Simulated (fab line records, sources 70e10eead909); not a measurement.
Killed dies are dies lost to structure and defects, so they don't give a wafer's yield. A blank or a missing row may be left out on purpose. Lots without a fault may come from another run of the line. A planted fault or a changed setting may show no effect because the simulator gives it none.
Chamber matching | flow nand_harc | NHARC_A_STAIRCASE_DEP_259 on pecvd-04: 3 sister chambers
The step deposits SiON, target thk 30 nm. 16 wafers are shown with their chamber, then 8 later ones without.

WAFERS WITH THEIR CHAMBER
wafer  | chamber | heater_power_w (W)
L074.1 | 0       | 545
L074.2 | 1       | 802
L074.6 | 2       | 724
L077.2 | 0       | 573
L077.4 | 2       | 769
L077.6 | 0       | 579
L078.1 | 0       | 494
L078.2 | 2       | 695
L078.4 | 2       | 677
L084.1 | 2       | 758
L084.2 | 1       | 762
L084.6 | 2       | 756
L083.2 | 2       | 641
L083.3 | 1       | 751
L083.4 | 1       | 743
L085.1 | 2       | 709

SIGNATURES (means of the wafers above)
reading        | chamber 0 | chamber 1 | chamber 2 | scatter within a chamber
heater_power_w | 547.75    | 764.50    | 716.12    | 39.7
Rule: a wafer's distance from a chamber is the root of the sum, over the readings, of the square of ((its reading less the chamber's mean) divided by the reading's scatter). The wafer belongs to the nearest chamber; if the next one is less than 2 further off, it can't be placed. The scatter: the root of (the sum of the squares of (reading less its chamber's mean) over the shown wafers, divided by (wafers less chambers)).

WAFERS WITHOUT THEIR CHAMBER
wafer  | heater_power_w (W)
L085.5 | 767
L085.6 | 573
L086.1 | 579
L086.2 | 716
L086.4 | 595
L088.1 | 596
L088.3 | 759
L088.4 | 762

WHICH CHAMBER EACH WENT THROUGH
wafer  | from the rows above     | in truth
L085.5 | can't be placed: 1 or 2 | 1
L085.6 | 0                       | 0
L086.1 | 0                       | 0
L086.2 | can't be placed: 2 or 1 | 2
L086.4 | can't be placed: 0 or 2 | 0
L088.1 | can't be placed: 0 or 2 | 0
L088.3 | can't be placed: 1 or 2 | 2
L088.4 | can't be placed: 1 or 2 | 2
Placed correctly: 2 of 8. Can't be placed from these rows: 6 (the true chamber is among the candidates in 6). Placed wrongly: 0.
